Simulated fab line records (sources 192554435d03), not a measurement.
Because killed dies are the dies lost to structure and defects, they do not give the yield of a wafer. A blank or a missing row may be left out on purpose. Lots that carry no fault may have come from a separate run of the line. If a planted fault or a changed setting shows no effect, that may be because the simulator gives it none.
Chamber matching + flow n5 finfet + N5_HKMG_FIN_CVD_62 on thermal cvd si-02 has 3 sister chambers
The step deposits a-Si from Si2H6, target thk 3 nm, time 20.8 s. 6 wafers are shown with their chamber, then 12 later ones without.

WAFERS WITH THEIR CHAMBER
| wafer  | chamber | heater power w (W) |
|--------|---------|--------------------|
| L085.6 | 0       | 1634               |
| L087.5 | 1       | 1466               |
| L087.6 | 2       | 1222               |
| L089.2 | 0       | 1560               |
| L089.5 | 2       | 1210               |
| L089.6 | 1       | 1502               |

WAFERS MISSING THEIR CHAMBER
| wafer  | heater power w (W) |
|--------|--------------------|
| L091.2 | 1614               |
| L091.5 | 1433               |
| L091.6 | 1609               |
| L093.2 | 1459               |
| L093.3 | 1581               |
| L093.6 | 1179               |
| L095.2 | 1596               |
| L095.4 | 1459               |
| L095.5 | 1153               |
| L097.3 | 1482               |
| L097.4 | 1190               |
| L097.6 | 1635               |

EACH ONE'S CHAMBER
| wafer  | from the rows above | in truth |
|--------|---------------------|----------|
| L091.2 | 0                   | 0        |
| L091.5 | 1                   | 1        |
| L091.6 | 0                   | 0        |
| L093.2 | 1                   | 1        |
| L093.3 | 0                   | 0        |
| L093.6 | 2                   | 2        |
| L095.2 | 0                   | 0        |
| L095.4 | 1                   | 1        |
| L095.5 | 2                   | 2        |
| L097.3 | 1                   | 1        |
| L097.4 | 2                   | 2        |
| L097.6 | 0                   | 0        |
Correctly placed: 12 of 12. Can't be placed from these rows: 0. Number placed wrongly: 0.
How it was worked out, from the rows above alone: a wafer's distance from a chamber is the root of the sum, over the readings, of the square of ((its reading less the chamber's mean) divided by the reading's scatter). If the next closest chamber is less than 2 further off than the closest, the wafer can't be placed; otherwise it belongs to the closest. The mean given for a chamber averages the wafers shown for that chamber. The scatter is the square root of a quotient: the sum, over the shown wafers, of each reading's squared deviation from its chamber's mean, divided by wafers minus chambers.
